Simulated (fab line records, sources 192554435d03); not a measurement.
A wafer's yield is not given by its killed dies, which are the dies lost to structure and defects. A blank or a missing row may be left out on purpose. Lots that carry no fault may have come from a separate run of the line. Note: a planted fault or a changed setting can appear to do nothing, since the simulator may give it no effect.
Which tool is to blame? -- flow n5Finfet -- Sampling: 22 lots, 66 wafers, 6 of 1938 route steps

## WHAT THE GAUGES SHOWED, per wafer
The record lacks any reading of a measuring or inspecting step that a usual standard deviation could be used to judge.

## TOOL THAT RAN EACH LOT (tool first, then ch and the chambers of the sampled wafers, then the start)
lot,N5_FIN_SAQP_HM_DEP_03,N5_FIN_SAQP_MANDREL1_REMOVE_56,N5_FIN_SAQP_ETCH_57,N5_FIN_SAQP_MANDREL_ETCH_58,N5_FIN_SAQP_RECESS_71,N5_FIN_SAQP_MANDREL2_REMOVE_60
L075,"pecvd-01 ch 0,2, day 2 03:55","rieSi-06 ch 0,1,2, day 2 06:53","rieDiel-01 ch 0,2,3, day 2 07:08","rieSi-04 ch 1,2, day 2 07:16","vaporEtch-01 ch 0,1, day 2 08:19","rieSi-06 ch 1,2, day 2 09:01"
L076,"pecvd-01 ch 0,1,2, day 2 08:30","rieSi-02 ch 1,2,3, day 2 13:16","rieDiel-02 ch 0,2, day 2 13:36","rieSi-04 ch 1,3, day 2 13:44","vaporEtch-01 ch 0,1, day 2 14:26","rieSi-02 ch 1,2,3, day 2 14:59"
L077,"pecvd-01 ch 1,2, day 2 15:18","rieSi-04 ch 2,3, day 2 18:10","rieDiel-02 ch 1,2,3, day 2 18:19","rieSi-06 ch 1,2, day 2 18:28","vaporEtch-02 ch 0,1, day 2 19:11","rieSi-04 ch 0,1,3, day 2 20:35"
L079,"pecvd-01 ch 0,1,2, day 3 03:00","rieSi-04 ch 0,2,3, day 3 05:54","rieDiel-04 ch 1,2,3, day 3 06:04","rieSi-06 ch 0,1,2, day 3 06:13","vaporEtch-01 ch 0,1, day 3 07:04","rieSi-06 ch 0,1,2, day 3 08:16"
L080,"pecvd-01 ch 0,2, day 3 08:49","rieSi-04 ch 0,1,3, day 3 11:37","rieDiel-02 ch 1,2, day 3 11:53","rieSi-06 ch 0,1, day 3 12:01","vaporEtch-02 ch 0,1, day 3 12:58","rieSi-06 ch 0,1, day 3 13:47"
L081,"pecvd-01 ch 0,1,2, day 3 16:08","rieSi-06 ch 1,2, day 3 20:40","rieDiel-04 ch 1,2, day 3 20:55","rieSi-02 ch 0,3, day 3 21:04","vaporEtch-01 ch 0,1, day 3 22:06","rieSi-02 ch 0,1,2, day 3 22:42"
L082,"pecvd-03 ch 1,2, day 3 21:47","rieSi-04 ch 2,3, day 4 01:54","rieDiel-01 ch 0,2, day 4 02:04","rieSi-06 ch 1,2, day 4 02:12","vaporEtch-01 ch 0,1, day 4 02:53","rieSi-02 ch 0,2,3, day 4 03:27"
L083,"pecvd-01 ch 0,2, day 4 05:07","rieSi-06 ch 0,1,2, day 4 07:46","rieDiel-04 ch 1,2,3, day 4 07:56","rieSi-02 ch 0,1,2, day 4 08:04","vaporEtch-01 ch 0,1, day 4 09:01","rieSi-02 ch 0,2,3, day 4 09:34"
L084,"pecvd-04 ch 0,1,2, day 4 09:24","rieSi-02 ch 0,3, day 4 12:21","rieDiel-02 ch 2,3, day 4 12:40","rieSi-04 ch 0,1,2, day 4 12:49","vaporEtch-01 ch 0,1, day 4 13:40","rieSi-02 ch 0,1, day 4 14:16"
L085,"pecvd-03 ch 1,2, day 4 16:22","rieSi-06 ch 0,1,2, day 4 19:10","rieDiel-01 ch 0,1,2, day 4 19:19","rieSi-02 ch 0,1,3, day 4 19:27","vaporEtch-01 ch 0,1, day 4 20:12","rieSi-06 ch 1,2, day 4 20:43"
L086,"pecvd-04 ch 0,1,2, day 4 21:01","rieSi-02 ch 1,2, day 5 00:14","rieDiel-04 ch 0,2, day 5 00:23","rieSi-04 ch 1,3, day 5 00:31","vaporEtch-02 ch 0,1, day 5 01:13","rieSi-06 ch 0,1, day 5 01:59"
L087,"pecvd-01 ch 0,1, day 5 04:14","rieSi-02 ch 0,2, day 5 07:19","rieDiel-02 ch 0,2,3, day 5 07:38","rieSi-06 ch 0,2, day 5 07:46","vaporEtch-01 ch 0,1, day 5 08:31","rieSi-04 ch 0,2, day 5 09:02"
L088,"pecvd-01 ch 0,1, day 5 09:49","rieSi-06 ch 1,2, day 5 12:45","rieDiel-04 ch 0,1,3, day 5 12:55","rieSi-02 ch 0,3, day 5 13:03","vaporEtch-01 ch 0,1, day 5 13:44","rieSi-06 ch 0,1,2, day 5 14:23"
L089,"pecvd-01 ch 0,1,2, day 5 15:28","rieSi-02 ch 0,2, day 5 18:16","rieDiel-04 ch 0,3, day 5 18:25","rieSi-06 ch 0,1, day 5 18:34","vaporEtch-02 ch 0,1, day 5 19:17","rieSi-06 ch 0,1, day 5 19:50"
L090,"pecvd-04 ch 1,2, day 5 22:37","rieSi-02 ch 0,2,3, day 6 01:22","rieDiel-04 ch 1,3, day 6 01:39","rieSi-06 ch 1,2, day 6 01:49","vaporEtch-01 ch 0,1, day 6 02:32","rieSi-02 ch 1,2,3, day 6 03:05"
L091,"pecvd-03 ch 0,1,2, day 6 03:22","rieSi-02 ch 0,1,3, day 6 06:07","rieDiel-04 ch 0,1,2, day 6 06:16","rieSi-04 ch 2,3, day 6 06:25","vaporEtch-02 ch 0,1, day 6 07:08","rieSi-06 ch 1,2, day 6 07:43"
L092,"pecvd-03 ch 0,1,2, day 6 08:56","rieSi-02 ch 0,1,3, day 6 11:34","rieDiel-01 ch 0,1,2, day 6 11:44","rieSi-06 ch 0,1,3, day 6 11:52","vaporEtch-01 ch 0,1, day 6 12:38","rieSi-02 ch 1,2,3, day 6 13:40"
L093,"pecvd-01 ch 0,2, day 6 15:22","rieSi-06 ch 1,2, day 6 18:16","rieDiel-04 ch 0,1,3, day 6 18:27","rieSi-02 ch 0,2,3, day 6 18:35","vaporEtch-02 ch 0,1, day 6 19:22","rieSi-02 ch 1,2,3, day 6 19:56"
L094,"pecvd-01 ch 1,2, day 6 20:53","rieSi-02 ch 0,1, day 6 23:47","rieDiel-01 ch 0,3, day 6 23:56","rieSi-04 ch 0,2,3, day 7 00:05","vaporEtch-01 ch 0,1, day 7 00:46","rieSi-06 ch 0,1, day 7 01:20"
L095,"pecvd-01 ch 0,1,2, day 7 04:33","rieSi-02 ch 0,2,3, day 7 07:34","rieDiel-01 ch 0,2,3, day 7 07:44","rieSi-04 ch 0,3, day 7 07:52","vaporEtch-02 ch 0,1, day 7 08:38","rieSi-02 ch 2,3, day 7 09:21"
L096,"pecvd-03 ch 0,1,2, day 7 09:14","rieSi-04 ch 1,2,3, day 7 12:03","rieDiel-01 ch 0,1, day 7 12:13","rieSi-04 ch 0,3, day 7 12:21","vaporEtch-01 ch 0,1, day 7 13:05","rieSi-04 ch 0,3, day 7 13:36"
L097,"pecvd-01 ch 0,1, day 7 15:36","rieSi-04 ch 1,2, day 7 19:06","rieDiel-01 ch 1,3, day 7 19:15","rieSi-02 ch 2,3, day 7 19:23","vaporEtch-01 ch 0,1, day 7 20:06","rieSi-06 ch 0,2, day 7 22:36"
- N5_FIN_SAQP_HM_DEP_03: deposits SiNx from SiH4/NH3/N2, target thk 38 nm, time 33.6 s.
- N5_FIN_SAQP_MANDREL1_REMOVE_56: chemistry HBr/Cl2/O2, target a-Si, stops on SiNx, bt time 10 s.
- N5_FIN_SAQP_ETCH_57: etches SiNx in CH3F/O2, target depth 32.5 nm, time 46.4 s.
- N5_FIN_SAQP_MANDREL_ETCH_58: etches a-Si in HBr/Cl2, stops on SiNx, target depth 45 nm, bt time 10 s, time 27 s.
- N5_FIN_SAQP_RECESS_71: chemistry HF/NH3, target SiO2, target depth 3 nm, afs cycles 1, sublimation time 60 s.
- N5_FIN_SAQP_MANDREL2_REMOVE_60: chemistry HBr/Cl2/O2, target a-Si, stops on SiNx, bt time 10 s.

## WHAT THE TOOLS THEMSELVES READ (means of the sampled wafers that have a number; where no wafer has one, the mark that the record gives instead)
N5_FIN_SAQP_HM_DEP_03.
lot,tool,chamberPressureTorr (Torr),heaterPowerW (W),showerheadPlenumPTorr (Torr),throttleValvePct (%)
L075,pecvd-01,1.498,681,5.08,38.2
L076,pecvd-01,1.500,699,5.12,40.6
L077,pecvd-01,1.499,602,5.14,42.8
L079,pecvd-01,1.499,718,5.11,40.5
L080,pecvd-01,1.503,649,5.08,38.3
L081,pecvd-01,1.500,728,5.11,40.6
L082,pecvd-03,1.500,678,5.15,37.7
L083,pecvd-01,1.500,687,5.07,38.1
L084,pecvd-04,1.501,737,5.04,40.5
L085,pecvd-03,1.502,640,5.14,40.1
L086,pecvd-04,1.499,703,5.03,40.6
L087,pecvd-01,1.498,731,5.15,43.1
L088,pecvd-01,1.499,784,5.13,40.6
L089,pecvd-01,1.503,689,5.12,40.7
L090,pecvd-04,1.500,711,5.05,40.4
L091,pecvd-03,1.496,730,5.15,40.0
L092,pecvd-03,1.503,714,5.16,40.0
L093,pecvd-01,1.496,699,5.07,38.6
L094,pecvd-01,1.503,651,5.14,42.9
L095,pecvd-01,1.500,688,5.12,40.7
L096,pecvd-03,1.502,698,5.15,40.1
L097,pecvd-01,1.499,683,5.16,42.9

N5_FIN_SAQP_MANDREL1_REMOVE_56.
lot,tool,HBr_flow_sccm (sccm),drypumpMotorCurrentA (A),oesProductAu (a.u.),throttleValvePct (%)
L075,rieSi-06,149.7,5.9,1.021,36.6
L076,rieSi-02,150.2,5.9,0.999,36.6
L077,rieSi-04,149.7,5.0,0.998,36.9
L079,rieSi-04,150.3,5.2,1.018,36.6
L080,rieSi-04,150.0,5.5,1.005,36.5
L081,rieSi-06,150.1,5.9,1.015,36.4
L082,rieSi-04,150.2,5.0,1.009,36.9
L083,rieSi-06,150.4,6.0,1.017,36.6
L084,rieSi-02,150.1,5.5,1.013,36.9
L085,rieSi-06,150.2,6.0,1.010,36.6
L086,rieSi-02,149.8,6.0,0.993,36.2
L087,rieSi-02,149.9,5.6,1.014,36.9
L088,rieSi-06,150.3,6.0,1.020,36.5
L089,rieSi-02,150.3,5.6,1.001,36.9
L090,rieSi-02,150.1,5.7,1.014,36.9
L091,rieSi-02,149.9,5.8,1.010,36.5
L092,rieSi-02,150.2,5.8,1.003,36.5
L093,rieSi-06,150.2,6.1,1.020,36.5
L094,rieSi-02,149.8,5.6,0.996,36.5
L095,rieSi-02,149.9,5.7,1.019,36.9
L096,rieSi-04,149.9,5.3,0.994,36.8
L097,rieSi-04,150.0,5.1,0.975,36.9

N5_FIN_SAQP_ETCH_57.
lot,tool,drypumpMotorCurrentA (A),etchRfOnTimeS (s),oesProductAu (a.u.),rfVppV (V),showerheadPlenumPTorr (Torr),throttleValvePct (%)
L075,rieDiel-01,5.7,46.0,0.70,294,1.96,16.25
L076,rieDiel-02,5.9,47.4,0.71,297,2.07,16.22
L077,rieDiel-02,5.3,46.7,0.74,298,2.07,16.22
L079,rieDiel-04,5.4,46.0,0.65,296,2.07,16.48
L080,rieDiel-02,5.4,45.7,0.69,299,2.06,16.25
L081,rieDiel-04,5.1,46.1,0.63,290,2.07,16.66
L082,rieDiel-01,6.0,47.1,0.69,284,1.95,16.20
L083,rieDiel-04,5.4,46.4,0.64,296,2.06,16.49
L084,rieDiel-02,5.2,47.8,0.75,296,2.07,16.23
L085,rieDiel-01,5.9,45.4,0.71,292,1.96,16.14
L086,rieDiel-04,5.2,44.9,0.61,291,1.95,16.48
L087,rieDiel-02,5.6,48.0,0.72,301,2.03,16.26
L088,rieDiel-04,5.7,45.2,0.64,300,2.00,16.34
L089,rieDiel-04,5.6,44.8,0.62,298,1.95,16.30
L090,rieDiel-04,5.8,45.2,0.66,304,2.06,16.37
L091,rieDiel-04,5.4,46.3,0.71,295,2.00,16.35
L092,rieDiel-01,5.9,46.7,0.69,292,1.95,16.17
L093,rieDiel-04,5.7,45.6,0.63,300,2.00,16.35
L094,rieDiel-01,6.0,45.0,0.66,291,1.92,16.40
L095,rieDiel-01,5.7,45.3,0.67,294,1.95,16.30
L096,rieDiel-01,6.1,46.4,0.67,288,1.92,16.30
L097,rieDiel-01,5.7,46.5,0.67,306,1.94,16.30

N5_FIN_SAQP_MANDREL_ETCH_58.
lot,tool,HBr_flow_sccm (sccm),drypumpMotorCurrentA (A),oesProductAu (a.u.),throttleValvePct (%)
L075,rieSi-04,149.8,5.4,0.696,35.8
L076,rieSi-04,150.2,5.4,0.702,35.5
L077,rieSi-06,150.6,6.0,0.710,35.3
L079,rieSi-06,149.9,6.0,0.712,35.4
L080,rieSi-06,150.0,5.8,0.704,35.6
L081,rieSi-02,150.6,5.5,0.700,35.8
L082,rieSi-06,149.7,5.9,0.696,35.3
L083,rieSi-02,149.7,5.7,0.699,35.3
L084,rieSi-04,150.1,5.3,0.702,35.6
L085,rieSi-02,150.3,5.8,0.698,35.4
L086,rieSi-04,149.9,5.4,0.707,35.5
L087,rieSi-06,150.2,6.1,0.717,35.4
L088,rieSi-02,150.4,5.5,0.687,35.8
L089,rieSi-06,150.1,5.8,0.698,35.6
L090,rieSi-06,150.0,6.1,0.694,35.3
L091,rieSi-04,150.6,5.0,0.711,35.7
L092,rieSi-06,150.1,5.7,0.694,35.6
L093,rieSi-02,149.9,5.7,0.701,35.8
L094,rieSi-04,149.9,5.3,0.706,35.5
L095,rieSi-04,150.0,5.4,0.711,35.4
L096,rieSi-04,150.2,5.5,0.715,35.2
L097,rieSi-02,150.0,5.9,0.712,35.8

N5_FIN_SAQP_RECESS_71.
lot,tool,drypumpMotorCurrentA (A),sublimationTempC (C)
L075,vaporEtch-01,5.7,180.12
L076,vaporEtch-01,5.9,179.97
L077,vaporEtch-02,5.5,180.02
L079,vaporEtch-01,5.7,179.96
L080,vaporEtch-02,5.5,180.13
L081,vaporEtch-01,5.7,179.97
L082,vaporEtch-01,5.7,180.12
L083,vaporEtch-01,5.7,179.86
L084,vaporEtch-01,5.9,179.97
L085,vaporEtch-01,5.7,179.89
L086,vaporEtch-02,5.3,180.09
L087,vaporEtch-01,5.7,180.09
L088,vaporEtch-01,5.9,179.80
L089,vaporEtch-02,5.5,180.03
L090,vaporEtch-01,5.7,179.90
L091,vaporEtch-02,5.3,179.99
L092,vaporEtch-01,5.9,179.89
L093,vaporEtch-02,5.5,180.02
L094,vaporEtch-01,5.9,180.13
L095,vaporEtch-02,5.5,179.99
L096,vaporEtch-01,5.9,180.00
L097,vaporEtch-01,5.9,180.01

N5_FIN_SAQP_MANDREL2_REMOVE_60.
lot,tool,HBr_flow_sccm (sccm),drypumpMotorCurrentA (A),oesProductAu (a.u.),throttleValvePct (%)
L075,rieSi-06,149.8,6.1,1.021,36.5
L076,rieSi-02,149.8,5.9,0.996,36.6
L077,rieSi-04,150.0,5.5,1.006,36.6
L079,rieSi-06,150.1,5.9,1.014,36.6
L080,rieSi-06,150.3,5.8,1.002,36.5
L081,rieSi-02,150.4,5.7,1.002,36.5
L082,rieSi-02,150.5,5.7,1.014,36.9
L083,rieSi-02,150.1,5.7,1.018,36.9
L084,rieSi-02,150.4,5.6,0.993,36.5
L085,rieSi-06,150.2,6.1,1.022,36.5
L086,rieSi-06,150.0,5.8,1.005,36.7
L087,rieSi-04,150.3,5.1,1.000,36.8
L088,rieSi-06,149.8,6.0,1.021,36.6
L089,rieSi-06,150.3,5.8,1.004,36.7
L090,rieSi-02,150.2,5.9,0.999,36.6
L091,rieSi-06,149.4,5.9,1.016,36.4
L092,rieSi-02,149.8,5.9,1.010,36.6
L093,rieSi-02,150.6,5.9,1.005,36.6
L094,rieSi-06,149.8,5.8,1.005,36.5
L095,rieSi-02,150.1,5.9,1.017,37.0
L096,rieSi-04,150.2,5.4,1.012,36.4
L097,rieSi-06,150.3,6.1,1.032,36.6

## THE ANSWER, worked out from the rows above alone
Rule: the usual values come from the lots themselves. The widest of any qualifying gaps counts: lots, ordered by their means at a reading, are off when they make up no more than a third of the lots, leave a main group of 4 or more, and stand apart from it by 3 or more times the standard deviation of that group's means. A main group whose means are all the same, to the digits that the tables above print for the reading, isn't used. Also off: a lot with no number at a reading for which 4 or more lots have one. The other lots that the step has rows for count as sound. First the gauges in route order, then the tools' own readings, where a lot's mean is used as printed above. At the first step where some lot is off, the reading lying furthest off is the one used; lots without a number count as furthest.
No lot is off at any reading shown: from this, nothing can be told.

## WHAT THE SIMULATOR HAD PUT IN
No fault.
